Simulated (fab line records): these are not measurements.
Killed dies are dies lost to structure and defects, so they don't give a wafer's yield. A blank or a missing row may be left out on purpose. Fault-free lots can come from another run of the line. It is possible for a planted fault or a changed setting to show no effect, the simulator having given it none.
2 desks looking at one fault + flow nand harc + each desk holds nothing but its own numbers, with what lay behind them at the end

== FOR THE TOOL OWNER'S DESK: plasma asher-01 ==
The tool's own readings at NHARC_THIN_TSV_STRIP_62 (strips in N2/H2, time 20 s): means of the sampled wafers that have a number, for each lot that ran on this tool. The brackets show how far a lot's mean lies from the usual mean; more than 4 standard deviations puts the lot out of limits, marked OUT.
Columns: A = drypump motor current A at NHARC_THIN_TSV_STRIP_62, usual 5.5 A; B = heater power w at NHARC_THIN_TSV_STRIP_62, usual 342 W; C = rf refl power W at NHARC_THIN_TSV_STRIP_62, usual 23.1 W
| lot  | first seen here | A   | B   | C    |
|------|-----------------|-----|-----|------|
| L760 | day 21 05:29    | 6.0 | 338 | 21.7 |
| L764 | day 23 09:20    | 5.8 | 331 | 20.3 |
| L765 | day 23 14:33    | 5.8 | 328 | 20.1 |
| L770 | day 24 02:38    | 6.0 | 335 | 21.8 |
Finding of this desk: none of the 4 lots has anything out of limits.

== FROM THE METROLOGY DESK ==
Means of the sampled wafers that have a number, per lot and without regard to the tool the lot ran on: this is what the gauges read. The brackets show how far a lot's mean lies from the usual mean; more than 4 standard deviations puts the lot out of limits, marked OUT.
Columns: A = thk nm at NHARC_A_BONDPAD_THK_MEAS_30, usual 199.9 nm
| lot  | first seen here | A     |
|------|-----------------|-------|
| L757 | day 19 03:26    | 201.8 |
| L754 | day 19 06:58    | 200.1 |
| L755 | day 19 07:46    | 200.2 |
| L758 | day 20 08:44    | 200.2 |
| L760 | day 20 09:28    | 200.7 |
| L759 | day 21 05:52    | 201.7 |
| L763 | day 22 08:44    | 200.4 |
| L762 | day 22 10:20    | 199.0 |
| L764 | day 22 11:01    | 200.7 |
| L765 | day 22 15:56    | 200.6 |
| L766 | day 22 23:10    | 200.1 |
| L770 | day 23 07:32    | 200.5 |
| L772 | day 23 08:29    | 198.4 |
Finding of this desk: none of the 13 lots has anything out of limits.

== PUT TOGETHER ==
Nothing out of limits was seen by the tool owner's desk.
From the metrology desk's view, nothing was out of limits.

== WHAT THE SIMULATOR PUT IN ==
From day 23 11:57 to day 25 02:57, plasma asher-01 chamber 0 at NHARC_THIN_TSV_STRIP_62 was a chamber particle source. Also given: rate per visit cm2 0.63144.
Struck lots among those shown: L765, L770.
